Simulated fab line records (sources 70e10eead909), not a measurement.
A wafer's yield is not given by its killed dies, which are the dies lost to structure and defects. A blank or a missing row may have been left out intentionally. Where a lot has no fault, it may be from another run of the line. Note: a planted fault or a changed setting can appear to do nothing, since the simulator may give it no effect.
fab line records | flow nandHarc
record lots=11 wafers=33 lastDay=33
route steps=1302 shown A_STAIRCASE@679 END@1302
lots untouched by any fault: they come from a run of this same line in which no faults occurred
startH: hours from the record's first day to the start of the lot's first wafer shown | waitH: hours elapsed since this lot's preceding step | " repeats the value in the row above | L1.1+2: one row covering several wafers at once | - no value present, or no start provided | * or withheld: withheld | < > ~ a bound
route shown NAME@n: NAME is a module with steps in the file, n the number in the route of the first one | usual: the fault-free wafers' mean and standard deviation | same: alike in all rows | chamber/n: place in a boat | sites: each site's reading | _std_site: the standard deviation of these | _edge_site: mean of outer sites minus mean of inner sites | radiusMm: for every site, how far away it sits from the centre of the wafer | mask NAME#n: copy n | behind: tool/chamber where the wafer was last shaped | hold: reason for holding the lot/hours on hold/outcome of the hold | device: the n, p or np transistor that did not switch | end of line: tests of these same wafers at the route's end | a step given without rows: its recipe and nothing more | killed: dies lost to structure and defects at the first sort, not the wafer's yield | map: dies across one wafer; x = killed, . = not, _ = none there
set.NAME: the run value of the setting; set.NAME@STEP: its run value at that earlier step | model.NAME: the simulator's own value behind a step, which no gauge read
steps of the route over a sample of lots; a table a step, a row a wafer
services: when a tool's chamber went out of use (startH, in hours from the record's first day, below 0 if earlier), for how many hours, and the reason
## steps
# step NHARC_A_STAIRCASE_TRIM_22
# recipe timeS=211.2 o2FlowSccm=500 arFlowSccm=0 biasW=0 chemistry=O2
# usual drypumpMotorCurrentA=5.81/0.26 o2FlowSccm=500.1/1.5 oesProductAu=0.999/0.016 rfVppV=57.8/0.91 showerheadPlenumPTorr=3.46/0.1 throttleValvePct=17.035/0.0095
# columns lot.wafer tool chamber startH waitH drypumpMotorCurrentA o2FlowSccm oesProductAu rfHoursCounterH rfVppV showerheadPlenumPTorr throttleValvePct
L409.3 rieDiel-05 1 - - 6.05 500.3 1.021 49 56.0 3.33 17.022
L409.1 " 3 " " 5.77 497.4 0.988 42 57.5 3.42 17.038
L409.6 " 1 " " 6.06 502.0 1.022 - 57.3 3.33 17.028
L411.2 rieDiel-04 3 - - 5.56 498.3 1.009 7 57.8 3.48 17.048
L411.4 " 2 " " 6.26 501.3 1.002 7 58.2 3.71 17.030
L411.6 " 0 " " 5.93 496.5 1.013 - 58.5 3.56 17.042
L412.2 rieDiel-04 2 - - 6.24 501.3 1.017 16 56.7 3.70 17.040
L412.1 " 1 " " 5.61 500.8 0.991 12 59.9 3.61 17.024
L412.6 " 3 " " 5.56 499.0 1.010 - 58.7 3.48 17.027
L414.4 rieDiel-05 3 - - 5.79 500.5 1.002 0 55.7 3.41 17.028
L414.6 " 3 " " 5.77 498.3 0.997 - 56.1 3.41 17.037
L414.5 " 0 " " 5.41 497.8 0.984 - 58.7 3.45 17.036
L413.2 rieDiel-04 1 - - 5.59 501.1 1.010 15 58.0 3.61 17.023
L413.3 " 2 " " 6.24 499.4 1.025 20 58.1 3.70 17.041
L413.5 " 1 " " 5.59 498.7 1.001 - 56.7 3.61 17.024
L417.3 rieDiel-05 0 - - 5.41 502.1 0.975 16 55.8 3.44 17.032
L417.2 " 3 " " 5.77 499.7 0.981 15 56.8 3.41 17.034
L417.6 " 0 " " 5.41 499.1 0.974 - 58.3 3.44 17.033
L419.1 rieDiel-04 2 - - 6.24 501.0 1.011 33 57.4 3.69 17.034
L419.6 " 2 " " 6.24 500.2 1.013 - 57.6 3.69 17.041
L419.5 " 3 " " 5.57 498.9 1.013 - 58.5 3.46 17.017
L422.2 rieDiel-12 3 - - 5.61 498.8 0.967 11 56.6 3.35 17.023
L422.3 " 0 " " 5.82 500.7 1.011 13 57.7 3.40 17.030
L422.1 " 1 " " 5.83 499.1 1.030 14 57.6 3.52 17.042
L423.1 rieDiel-05 2 - - 6.14 499.1 1.021 40 58.3 3.47 17.053
L423.2 " 3 " " 5.79 500.8 0.984 38 57.3 3.39 17.020
L423.5 " 1 " " 6.09 499.6 1.013 - 57.1 3.30 17.043
L424.3 rieDiel-12 2 - - 5.81 503.1 0.974 20 57.4 3.51 17.042
L424.1 " 3 " " 5.61 500.8 0.973 18 57.4 3.34 17.042
L424.2 " 0 " " 5.83 501.5 1.005 20 58.0 3.39 17.040
L430.4 rieDiel-05 1 - - 6.06 499.3 1.002 59 57.0 3.29 17.043
L430.6 " 0 " " 5.41 500.5 0.982 - 59.1 3.42 17.036
L430.5 " 1 " " 6.07 499.1 0.994 - 57.2 3.29 17.041
# step NHARC_A_STAIRCASE_DESCUM_186
# recipe timeS=3 o2FlowSccm=200 arFlowSccm=0 biasPowerW=0 chemistry=O2
# usual drypumpMotorCurrentA=5.80/0.23 o2FlowSccm=200.0/0.62 oesProductAu=1.002/0.017 rfVppV=57.8/0.89 showerheadPlenumPTorr=1.90/0.06 throttleValvePct=11.311/0.0095
# columns lot.wafer tool chamber startH waitH drypumpMotorCurrentA o2FlowSccm oesProductAu rfHoursCounterH rfVppV showerheadPlenumPTorr throttleValvePct
L409.1 rieDiel-04 2 373.24 - 6.24 200.4 1.004 5 58.4 2.02 11.296
L409.3 " 0 " " 5.96 199.5 1.015 4 58.2 1.93 11.315
L409.6 " 1 " " 5.60 200.0 0.994 - 57.0 1.96 11.301
L411.2 rieDiel-04 3 380.97 - 5.55 199.8 1.015 8 58.1 1.88 11.323
L411.4 " 1 " " 5.58 199.8 0.989 6 58.1 1.96 11.309
L411.6 " 2 " " 6.24 198.9 1.015 - 57.3 2.02 11.307
L412.1 rieDiel-04 3 408.74 - 5.53 200.1 1.017 16 58.2 1.88 11.309
L412.2 " 0 " " 5.92 200.2 1.021 12 56.5 1.93 11.305
L412.6 " 0 " " 5.92 199.5 1.014 - 57.0 1.93 11.312
L414.4 rieDiel-12 3 418.80 - 5.57 200.0 0.996 46 57.2 1.82 11.310
L414.6 " 3 " " 5.57 199.7 0.982 - 56.8 1.81 11.311
L414.5 " 0 " " 5.83 199.1 0.992 - 58.1 1.84 11.317
L413.3 rieDiel-12 1 421.69 - 5.84 199.9 1.015 49 57.6 1.92 11.297
L413.2 " 0 " " 5.86 200.1 1.011 48 57.9 1.84 11.311
L413.5 " 2 " " 5.80 199.8 1.006 - 56.7 1.92 11.300
L417.2 rieDiel-04 1 458.72 - 5.54 201.0 1.000 26 59.9 1.96 11.333
L417.3 " 0 " " 5.94 199.0 1.012 29 56.8 1.92 11.316
L417.6 " 2 " " 6.22 200.4 1.018 - 58.0 2.01 11.316
L419.1 rieDiel-04 3 471.52 - 5.55 198.9 1.010 37 57.4 1.88 11.291
L419.6 " 3 " " 5.52 199.6 1.005 - 58.2 1.88 11.306
L419.5 " 0 " " 5.95 199.4 1.008 - 57.7 1.92 11.317
L422.2 rieDiel-12 2 498.79 - 5.78 199.8 0.981 13 58.9 1.91 11.310
L422.3 " 3 " " 5.60 199.6 0.966 12 58.7 1.81 11.310
L422.1 " 0 " " 5.85 200.3 0.999 14 57.3 1.84 11.307
L423.1 rieDiel-12 0 522.09 - 5.83 200.1 1.011 20 56.9 1.83 11.304
L423.2 " 2 " " 5.79 200.5 0.983 20 58.1 1.90 11.323
L423.5 " 0 " " 5.84 199.7 1.000 - 56.2 1.83 11.311
L424.1 rieDiel-04 2 522.36 - 6.24 200.5 0.998 44 57.0 2.00 11.307
L424.2 " 3 " " 5.50 200.1 1.014 48 56.8 1.87 11.320
L424.3 " 0 " " 5.95 200.2 1.010 44 58.9 1.92 11.326
L430.5 rieDiel-12 3 580.16 - 5.59 200.3 0.967 - 58.1 1.80 11.316
L430.4 " 1 " " 5.83 199.5 1.016 - 58.0 1.90 11.316
L430.6 " 2 " " 5.80 199.9 0.979 - 57.4 1.90 11.318
# step NHARC_A_STAIRCASE_TRIM_189
# recipe timeS=211.2 o2FlowSccm=500 arFlowSccm=0 biasW=0 chemistry=O2
# usual drypumpMotorCurrentA=5.81/0.23 o2FlowSccm=499.9/1.5 oesProductAu=1.003/0.015 rfVppV=57.7/0.82 showerheadPlenumPTorr=3.50/0.11 throttleValvePct=17.036/0.0091
# columns lot.wafer tool chamber startH waitH drypumpMotorCurrentA o2FlowSccm oesProductAu rfHoursCounterH rfVppV showerheadPlenumPTorr throttleValvePct
L409.3 rieDiel-04 3 - - 5.53 498.2 1.018 5 57.2 3.48 17.034
L409.1 " 0 " " 5.95 500.8 1.033 4 57.7 3.56 17.042
L409.6 " 3 " " 5.53 498.0 1.014 - 56.9 3.48 17.037
L411.2 rieDiel-04 3 - - 5.56 498.5 1.018 8 59.1 3.48 17.015
L411.4 " 0 " " 5.97 504.0 1.028 6 58.1 3.56 17.035
L411.6 " 2 " " 6.22 498.9 1.006 - 59.2 3.71 17.022
L412.1 rieDiel-04 2 - - 6.25 499.9 1.011 17 58.4 3.70 17.027
L412.2 " 0 " " 5.97 499.4 1.016 12 56.2 3.55 17.054
L412.6 " 2 " " 6.23 497.0 1.011 - 58.0 3.70 17.040
L414.4 rieDiel-12 2 - - 5.79 500.2 1.010 40 59.0 3.53 17.029
L414.5 " 1 " " 5.83 502.0 1.009 - 57.3 3.53 17.031
L414.6 " 2 " " 5.78 503.1 1.001 - 57.1 3.53 17.017
L413.2 rieDiel-12 1 - - 5.82 499.7 1.011 49 57.2 3.53 17.021
L413.3 " 2 " " 5.77 499.5 0.999 41 58.0 3.53 17.040
L413.5 " 1 " " 5.82 499.7 1.011 - 57.6 3.53 17.043
L417.3 rieDiel-04 0 - - 5.95 499.5 1.013 30 59.0 3.54 17.043
L417.2 " 2 " " 6.24 501.4 1.012 30 57.3 3.69 17.042
L417.6 " 1 " " 5.58 500.8 0.997 - 58.0 3.60 17.043
L419.1 rieDiel-04 2 - - 6.23 496.8 1.005 34 58.0 3.69 17.020
L419.6 " 3 " " 5.58 500.4 1.005 - 57.1 3.46 17.032
L419.5 " 0 " " 5.96 497.8 1.018 - 57.9 3.54 17.040
L422.3 rieDiel-12 3 - - 5.60 500.0 0.975 12 58.2 3.35 17.021
L422.2 " 1 " " 5.84 499.0 1.035 15 56.1 3.52 17.040
L422.1 " 2 " " 5.80 500.7 0.991 13 58.7 3.52 17.040
L423.2 rieDiel-12 1 - - 5.85 499.0 1.017 22 57.5 3.51 17.028
L423.1 " 2 " " 5.80 499.9 0.970 20 57.7 3.51 17.025
L423.5 " 0 " " 5.84 501.6 0.996 - 57.5 3.39 17.040
L424.1 rieDiel-04 1 - - 5.54 502.5 0.994 40 60.9 3.60 17.027
L424.3 " 2 " " 6.27 499.0 1.000 44 59.2 3.69 17.033
L424.2 " 3 " " 5.53 501.5 1.021 48 57.8 3.46 17.019
L430.6 rieDiel-12 1 - - 5.82 500.5 1.014 - 57.8 3.50 17.041
L430.4 " 2 " " 5.80 499.9 0.976 - 57.8 3.50 17.041
L430.5 " 3 " " 5.60 499.7 0.970 - 57.7 3.33 17.040
# step NHARC_A_STAIRCASE_ETCH_192
# recipe targetDepthA=1000 timeS=40.5 ionEnergyEv=400 c4f8FlowSccm=20 o2FlowSccm=10 arFlowSccm=withheld rfW=600 biasW=1000 chemistry=C4F8/O2
# usual oesProductAu=0.947/0.017 rfFwdPowerW=593/3.3 rfVppV=895/4 runLengthS=61.7/0.47
# columns lot.wafer tool chamber startH waitH oesProductAu rfFwdPowerW rfHoursCounterH rfVppV runLengthS
L409.3 rieDiel-04 2 373.94 - 0.939 595 6 903 62.1
L409.1 " 0 " " 0.979 591 4 897 61.4
L409.6 " 2 " " 0.947 597 - 903 61.9
L411.2 rieDiel-04 1 381.66 - 0.928 594 7 899 61.4
L411.4 " 0 " " 0.968 593 6 898 61.4
L411.6 " 1 " " 0.933 591 - 899 61.6
L412.2 rieDiel-04 1 409.44 - 0.936 597 13 899 61.1
L412.1 " 3 " " 0.964 590 16 894 60.9
L412.6 " 1 " " 0.935 595 - 899 61.6
L414.4 rieDiel-12 2 419.50 - 0.946 593 40 896 62.2
L414.6 " 2 " " 0.955 595 - 896 62.2
L414.5 " 3 " " 0.934 596 - 890 62.0
L413.3 rieDiel-12 1 425.25 - 0.960 587 53 895 61.2
L413.2 " 3 " " 0.947 592 48 889 62.0
L413.5 " 1 " " 0.967 586 - 896 61.2
L417.3 rieDiel-04 0 459.51 - 0.962 593 30 896 61.4
L417.2 " 2 " " 0.956 594 30 901 62.2
L417.6 " 0 " " 0.958 592 - 897 61.5
L419.1 rieDiel-04 0 472.22 - 0.960 589 33 896 61.7
L419.6 " 0 " " 0.949 588 - 896 61.6
L419.5 " 1 " " 0.947 592 - 899 61.0
L422.2 rieDiel-12 0 499.48 - 0.952 593 14 891 61.3
L422.3 " 2 " " 0.923 591 13 895 62.1
L422.1 " 3 " " 0.914 593 13 890 61.9
L423.2 rieDiel-12 0 522.86 - 0.933 594 20 891 61.7
L423.1 " 2 " " 0.919 599 20 894 62.2
L423.5 " 3 " " 0.905 596 - 889 61.9
L424.2 rieDiel-04 1 523.06 - 0.947 591 40 898 61.4
L424.1 " 3 " " 0.958 588 48 894 60.9
L424.3 " 0 " " 0.955 - 44 898 43.7
L430.5 rieDiel-12 2 581.50 - 0.909 596 - 896 62.3
L430.4 " 3 " " 0.911 593 - 888 62.2
L430.6 " 1 " " 0.942 586 - 894 61.5
# step NHARC_END_SORT_01
# recipe tempC=25
# usual killedAtArray=52/19 killedAtOther=1.0/1.2 killedAtPeriphery=4.1/2.8 killedDies=57/19 killedOpen=3.1/1.7 killedShort=2.5/1.5
# same grossDies=677
# columns lot.wafer tool chamber startH waitH hold killedAtArray killedAtOther killedAtPeriphery killedDies killedOpen killedShort
L409.1 prober-01 0 575.16 2.5 - 39 0 5 44 5 2
L409.3 prober-01 0 576.75 3.1 - 49 0 4 53 3 2
L409.6 prober-01 0 579.12 4.0 - 72 0 4 76 2 2
L412.1 prober-02 0 605.63 2.6 - 65 2 4 71 4 5
L412.2 prober-02 0 606.43 2.8 - 55 0 5 60 2 3
L412.6 prober-02 0 609.61 4.0 - 59 0 5 64 0 2
L413.2 prober-02 0 625.15 2.8 - 54 1 6 61 2 5
L413.3 prober-02 0 625.96 3.1 - 57 1 0 58 4 0
L413.5 prober-02 0 627.57 3.7 - 62 0 3 65 5 0
L417.2 prober-02 0 662.86 2.8 - 31 4 3 38 2 2
L417.3 prober-02 0 663.65 3.1 - 47 2 9 58 5 4
L417.6 prober-02 0 666.02 4.0 - 54 2 1 57 6 0
L419.1 prober-01 0 674.86 2.5 - 17 2 12 31 3 2
L419.5 prober-01 0 678.01 3.6 - 20 4 4 28 2 2
L419.6 prober-01 0 678.79 3.9 - 22 1 7 30 2 3
L422.1 prober-02 0 693.70 2.5 - 24 0 0 24 4 2
L422.2 prober-02 0 694.49 2.8 - 61 1 3 65 8 2
L422.3 prober-02 0 695.29 3.1 - 47 1 2 50 6 4
L424.1 prober-02 0 718.40 2.5 awaitDispo/1.2h/release 53 7 1 61 2 2
L424.2 prober-02 0 719.20 2.8 awaitDispo/1.2h/release 39 2 4 45 7 4
L424.3 prober-02 0 720.01 3.1 awaitDispo/1.2h/release 668 4 5 677 5 2
# killed by level:class
L409.1 A_CHANNEL_HOLE_D1:chamberFilmFlake=15 A_SLIT:chamberFilmFlake=10 A_CONTACT:chamberFilmFlake=4 P_STI:chamberFilmFlake=3 A_DECK1_JOINT:geometricParticle:open=2 P_CONTACT:geometricParticle:open=1 A_ONON_D2:geometricParticle:short=1 A_ONON_D2:geometricParticle:open=1
L409.3 A_CHANNEL_HOLE_D1:chamberFilmFlake=24 A_SLIT:chamberFilmFlake=9 P_GATE:chamberFilmFlake=2 A_CHANNEL_HOLE_D2:chamberFilmFlake=2 A_STAIRCASE:chamberFilmFlake=2 A_SGD_CUT:chamberFilmFlake=2 A_WL_FILL:chamberFilmFlake=2 A_CONTACT:chamberFilmFlake=2
L409.6 A_SLIT:chamberFilmFlake=31 A_CHANNEL_HOLE_D1:chamberFilmFlake=23 A_CONTACT:chamberFilmFlake=5 A_STAIRCASE:chamberFilmFlake=5 A_CHANNEL_HOLE_D2:chamberFilmFlake=3 P_ZERO_WELL:chamberFilmFlake=2 P_STI:geometricParticle:short=1 A_DECK1_JOINT:geometricParticle:open=1
L412.1 A_CHANNEL_HOLE_D1:chamberFilmFlake=34 A_CHANNEL_HOLE_D2:chamberFilmFlake=8 A_CHANNEL_FILL_D2:chamberFilmFlake=4 A_CONTACT:chamberFilmFlake=4 A_M1:chamberFilmFlake=3 A_DECK1_JOINT:chamberFilmFlake=2 A_STAIRCASE:chamberFilmFlake=2 THIN_TSV:chamberFilmFlake=2
L412.2 A_CHANNEL_HOLE_D1:chamberFilmFlake=36 A_CHANNEL_HOLE_D2:chamberFilmFlake=6 A_DECK1_JOINT:chamberFilmFlake=3 P_STI:chamberFilmFlake=2 P_M2:chamberFilmFlake=2 A_ONON_D1:geometricParticle:short=1 A_DECK1_JOINT:geometricParticle:open=1 A_DECK1_JOINT:geometricParticle:short=1
L412.6 A_CHANNEL_HOLE_D1:chamberFilmFlake=35 A_CHANNEL_HOLE_D2:chamberFilmFlake=12 A_CONTACT:chamberFilmFlake=4 P_STI:chamberFilmFlake=2 P_M2:chamberFilmFlake=2 A_CHANNEL_FILL_D2:chamberFilmFlake=2 A_ONON_D1:geometricParticle:short=1 A_CHANNEL_FILL_D1:geometricParticle:short=1
L413.2 A_CHANNEL_HOLE_D1:chamberFilmFlake=33 A_CONTACT:chamberFilmFlake=7 A_CHANNEL_HOLE_D2:chamberFilmFlake=6 P_GATE:geometricParticle:short=2 A_STAIRCASE:chamberFilmFlake=2 P_M0:geometricParticle:open=1 P_M2:geometricParticle:short=1 A_CHANNEL_FILL_D1:geometricParticle:short=1
L413.3 A_CHANNEL_HOLE_D1:chamberFilmFlake=34 A_CHANNEL_HOLE_D2:chamberFilmFlake=9 A_CONTACT:chamberFilmFlake=6 A_STAIRCASE:chamberFilmFlake=2 A_DECK1_JOINT:geometricParticle:open=1 A_CHANNEL_HOLE_D2:geometricParticle:open=1 A_CHANNEL_FILL_D2:geometricParticle:open=1 A_WL_FILL:geometricParticle:open=1
L413.5 A_CHANNEL_HOLE_D1:chamberFilmFlake=30 A_CHANNEL_HOLE_D2:chamberFilmFlake=15 A_CONTACT:chamberFilmFlake=10 A_M0:geometricParticle:open=2 A_DECK1_JOINT:chamberFilmFlake=2 P_GATE:geometricParticle:open=1 P_CONTACT:geometricParticle:open=1 A_CHANNEL_HOLE_D1:geometricParticle:open=1
L417.2 A_SLIT:chamberFilmFlake=18 A_CHANNEL_HOLE_D1:chamberFilmFlake=5 THIN_TSV:chamberFilmFlake=4 A_CONTACT:chamberFilmFlake=3 P_M0:geometricParticle:short=1 A_CHANNEL_FILL_D1:geometricParticle:short=1 A_DECK1_JOINT:geometricParticle:open=1 A_ONON_D2:geometricParticle:open=1
L417.3 A_CHANNEL_HOLE_D2:chamberFilmFlake=23 A_SLIT:chamberFilmFlake=7 P_GATE:chamberFilmFlake=5 A_CONTACT:chamberFilmFlake=4 A_ONON_D2:geometricParticle:open=3 A_CHANNEL_HOLE_D1:chamberFilmFlake=3 P_STI:chamberFilmFlake=2 THIN_TSV:chamberFilmFlake=2
L417.6 A_SLIT:chamberFilmFlake=23 A_CHANNEL_HOLE_D2:chamberFilmFlake=10 A_CHANNEL_HOLE_D1:chamberFilmFlake=8 A_ZERO_WELL:chamberFilmFlake=4 A_CONTACT:chamberFilmFlake=3 A_DECK1_JOINT:geometricParticle:open=2 THIN_TSV:chamberFilmFlake=2 P_CONTACT:geometricParticle:open=1
L419.1 P_GATE:chamberFilmFlake=6 A_CHANNEL_HOLE_D1:chamberFilmFlake=5 P_BONDPAD:chamberFilmFlake=5 A_CONTACT:chamberFilmFlake=4 A_WL_FILL:chamberFilmFlake=2 A_ONON_D1:geometricParticle:short=1 A_CHANNEL_HOLE_D1:geometricParticle:short=1 A_ONON_D2:geometricParticle:open=1
L419.5 A_CHANNEL_HOLE_D1:chamberFilmFlake=7 A_SLIT:chamberFilmFlake=6 P_GATE:chamberFilmFlake=2 P_BONDPAD:chamberFilmFlake=2 A_CONTACT:chamberFilmFlake=2 HYBRID_BOND:chamberFilmFlake=2 A_ONON_D1:geometricParticle:open=1 A_WL_FILL:geometricParticle:short=1
L419.6 A_CHANNEL_HOLE_D1:chamberFilmFlake=6 P_GATE:chamberFilmFlake=5 A_WL_FILL:chamberFilmFlake=5 A_CONTACT:chamberFilmFlake=3 A_STAIRCASE:chamberFilmFlake=2 A_SLIT:chamberFilmFlake=2 P_M1:geometricParticle:short=1 A_WL_FILL:geometricParticle:open=1
L422.1 A_CHANNEL_HOLE_D2:chamberFilmFlake=7 A_SLIT:chamberFilmFlake=6 A_CONTACT:chamberFilmFlake=3 A_CHANNEL_FILL_D1:geometricParticle:short=2 A_ONON_D1:geometricParticle:open=1 A_CHANNEL_FILL_D1:geometricParticle:open=1 A_BLC:geometricParticle:open=1 A_M0:geometricParticle:open=1
L422.2 A_SLIT:chamberFilmFlake=27 A_CHANNEL_HOLE_D2:chamberFilmFlake=16 A_CHANNEL_HOLE_D1:chamberFilmFlake=5 A_CHANNEL_FILL_D2:geometricParticle:open=3 A_DECK1_JOINT:geometricParticle:open=2 A_WL_FILL:chamberFilmFlake=2 A_CONTACT:chamberFilmFlake=2 P_CONTACT:geometricParticle:short=1
L422.3 A_CHANNEL_HOLE_D2:chamberFilmFlake=19 A_SLIT:chamberFilmFlake=13 A_CHANNEL_FILL_D1:geometricParticle:open=2 A_M0:geometricParticle:open=2 A_WL_FILL:chamberFilmFlake=2 P_STI:geometricParticle:short=1 A_CHANNEL_FILL_D1:geometricParticle:short=1 A_ONON_D2:geometricParticle:short=1
L424.1 A_CHANNEL_HOLE_D1:chamberFilmFlake=38 THIN_TSV:chamberFilmFlake=7 A_STAIRCASE:chamberFilmFlake=5 A_ZERO_WELL:chamberFilmFlake=3 A_CONTACT:chamberFilmFlake=2 P_CONTACT:geometricParticle:open=1 A_ONON_D1:geometricParticle:short=1 A_DECK1_JOINT:geometricParticle:open=1
L424.2 A_CHANNEL_HOLE_D1:chamberFilmFlake=19 A_CONTACT:chamberFilmFlake=5 A_STAIRCASE:chamberFilmFlake=3 P_CONTACT:geometricParticle:open=2 A_CHANNEL_FILL_D2:geometricParticle:open=2 A_SLIT:chamberFilmFlake=2 THIN_TSV:chamberFilmFlake=2 P_M0:geometricParticle:open=1
L424.3 A_STAIRCASE:areaEtch=620 A_CHANNEL_HOLE_D1:chamberFilmFlake=33 A_STAIRCASE:chamberFilmFlake=5 A_CONTACT:chamberFilmFlake=5 THIN_TSV:chamberFilmFlake=3 P_CONTACT:geometricParticle:open=2 P_M2:chamberFilmFlake=2 A_CHANNEL_HOLE_D1:geometricParticle:short=1
## services
# columns tool chamber startH hours kind
rieDiel-04 - 355.26 9.0 pm
rieDiel-04 0 355.26 9.0 ventCycle
rieDiel-04 1 355.26 9.0 ventCycle
rieDiel-04 2 355.26 9.1 ventCycle
rieDiel-04 3 355.26 9.0 ventCycle
rieDiel-04 0 364.26 - clean
rieDiel-04 1 364.26 - clean
rieDiel-04 3 364.26 - clean
rieDiel-04 0 388.76 - clean
rieDiel-04 1 388.76 - clean
rieDiel-04 2 388.76 - clean
rieDiel-04 3 388.76 - clean
rieDiel-05 - 406.62 9.0 pm
rieDiel-04 0 413.27 - clean
rieDiel-04 1 413.27 - clean
rieDiel-04 2 413.27 - clean
rieDiel-04 3 413.27 - clean
rieDiel-05 1 434.90 8.5 repair
rieDiel-12 1 436.89 4.7 repair
rieDiel-04 0 437.77 - clean
rieDiel-12 - 447.69 9.0 pm
rieDiel-05 0 488.97 8.7 repair
rieDiel-04 - 532.26 9.0 pm
rieDiel-12 0 576.81 15.6 repair
## key
firstSign step=NHARC_A_STAIRCASE_ETCH_192 reading=runLengthS direction=down sigmas=39 usual=* struck=*
effect step=NHARC_END_SORT_01 reading=killedDies direction=up sigmas=33 usual=57 struck=677
moreKillsBornAt NHARC_A_STAIRCASE_ETCH_192@rieDiel-04=620
metAt NHARC_A_STAIRCASE_ETCH_192
struckLots L424
struckWafers L424.3
laterRowsLeftOut L424.3
testerLeftOut L424
notActingAt NHARC_A_STAIRCASE_TRIM_22,NHARC_A_STAIRCASE_DESCUM_186,NHARC_A_STAIRCASE_TRIM_189
onsetBetween 472.22 523.06
fault kind=processParameterDrift tool=rieDiel-04 chamber=0 onsetH=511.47 steps=NHARC_A_STAIRCASE_ETCH_192 channel=timeS offset=* shape=step endH=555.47 actsIn=* stated=*
# testerLeftOut: of these lots the tester's yield and bins aren't shown, on N5 and GAA mostly nor the transistor test; their killed dies are dies lost to structure and defects alone, not to doping, threshold or leakage, so they don't give the yield
# laterRowsLeftOut: the simulator's readings of these wafers behind a module that went badly wrong aren't trusted and aren't shown, but for the sort
